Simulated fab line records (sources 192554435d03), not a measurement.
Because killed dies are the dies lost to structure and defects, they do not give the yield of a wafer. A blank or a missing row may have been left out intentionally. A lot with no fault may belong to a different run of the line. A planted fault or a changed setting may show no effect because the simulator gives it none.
Split-lot study    flow n5 finfet    21 wafers read from 7 lots, route of 1938 steps

== THE SPLIT ITSELF ==
At N5_FIN_CUT_COAT_19 (time 60 s, resist thk 20 nm), the setting spin rpm was moved away from the recipe's 1500 rpm on 5 of the 21 wafers read, by -8.1% to +9.1%. This setting was run at the recipe's value on the other wafers.

== FROM THE SPLIT TO THE READING: what the file shows between them, 5 steps ==
- N5_FIN_CUT_COAT_29: time 60 s, resist thk 10 nm
- N5_FIN_CUT_COAT_02: resist thk 30 nm
- N5_FIN_CUT_DESCUM_13: chemistry O2, time 7 s
- N5_FIN_CUT_ETCH_30: etches underlayer in N2/H2, target depth 13 nm, time 10.4 s
- N5_FIN_CUT_ETCH_20: etches SiARC in CF4, target depth 26 nm, time 43.3 s

== THE READING ==
SiARC_of_FIN_CUT_COAT_19.thk nm (the simulator's own value, which no gauge read), in nm, at N5_FIN_CUT_ETCH_21 (etches SOC in N2/H2, target depth 219 nm, overetch 43.8 nm, time 523.5 s). The file gives no usual value for it. Here, 16 wafers ran the recipe; their average is 11.9 nm with a standard deviation of 0.12 nm.

wafer   tool, chamber at the split  spin rpm as run, rpm  against the recipe  SiARC_of_FIN_CUT_COAT_19.thk nm, nm  against lot-mates on the recipe
L079.1  litho track-03, 0           1500                  recipe              12                                   -
L079.3  litho track-03, 0           1500                  recipe              12                                   -
L079.2  litho track-03, 0           1500                  recipe              11.8                                 -
L083.1  litho track-03, 0           1378                  -8.1%               12.8                                 +1.0
L083.3  litho track-03, 0           1378                  -8.1%               12.8                                 +1.0
L083.6  litho track-03, 0           1500                  recipe              11.8                                 -
L085.1  litho track-01, 0           1500                  recipe              12                                   -
L085.5  litho track-01, 0           1500                  recipe              11.8                                 -
L085.6  litho track-01, 0           1615                  +7.7%               11.4                                 -0.5
L086.2  litho track-01, 0           1500                  recipe              11.8                                 -
L086.4  litho track-01, 0           1500                  recipe              11.8                                 -
L086.6  litho track-01, 0           1500                  recipe              11.6                                 -
L089.1  litho track-01, 0           1500                  recipe              11.8                                 -
L089.5  litho track-01, 0           1500                  recipe              11.8                                 -
L089.3  litho track-01, 0           1500                  recipe              12                                   -
L093.1  litho track-01, 0           1500                  recipe              11.8                                 -
L093.4  litho track-01, 0           1500                  recipe              12                                   -
L093.6  litho track-01, 0           1500                  recipe              12                                   -
L096.1  litho track-03, 0           1636                  +9.1%               11                                   -0.8
L096.3  litho track-03, 0           1500                  recipe              11.8                                 -
L096.5  litho track-03, 0           1636                  +9.1%               11.2                                 -0.6

FIT RESULTS
A straight line over all 21 wafers: SiARC_of_FIN_CUT_COAT_19.thk nm changes by -0.0928 nm for each +1% of spin rpm; r = -0.95; the points scatter about the line by 0.14 nm.
The same after taking each lot's own level away (the mean of its wafers on the recipe; 21 wafers): -0.0935 nm for each +1%; r = -0.95; scatter 0.13 nm.
On that fit, the largest move of spin rpm shifts the reading by 0.85 nm.
Across the lots, their own levels run from 11.73 to 11.93 nm, a range of 1.7 times the standard deviation given above.
The two slopes are in agreement: the lot-to-lot level therefore moves the slope only a little.
Check: -0.801 nm against its lot-mates is what the line predicts for one of the wafers moved furthest among these (+9.1%) when that wafer is left out of the fit. Against them it came out at -0.8 nm.

== THE WHOLE CHAIN: every reading that the file lists as answering this split, in the file's order ==
step                what it does                                                              reading                                                                           change (the file's fit)                 r (the file's)
N5_FIN_CUT_COAT_19  time 60 s, resist thk 20 nm                                               SiARC_of_FIN_CUT_COAT_19.thk nm (the simulator's own value, which no gauge read)  -0.0886 nm for each +1% of the setting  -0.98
N5_FIN_CUT_ETCH_20  etches SiARC in CF4, target depth 26 nm, time 43.3 s                      etch.depth nm (the simulator's own value, which no gauge read)                    -0.0953 nm for each +1% of the setting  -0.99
N5_FIN_CUT_ETCH_21  etches SOC in N2/H2, target depth 219 nm, overetch 43.8 nm, time 523.5 s  SiARC_of_FIN_CUT_COAT_19.thk nm (the simulator's own value, which no gauge read)  -0.0884 nm for each +1% of the setting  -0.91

== FILE'S OWN FIT ==
SiARC_of_FIN_CUT_COAT_19.thk nm changes by -0.0884 nm for each +1% of spin rpm, r = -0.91.
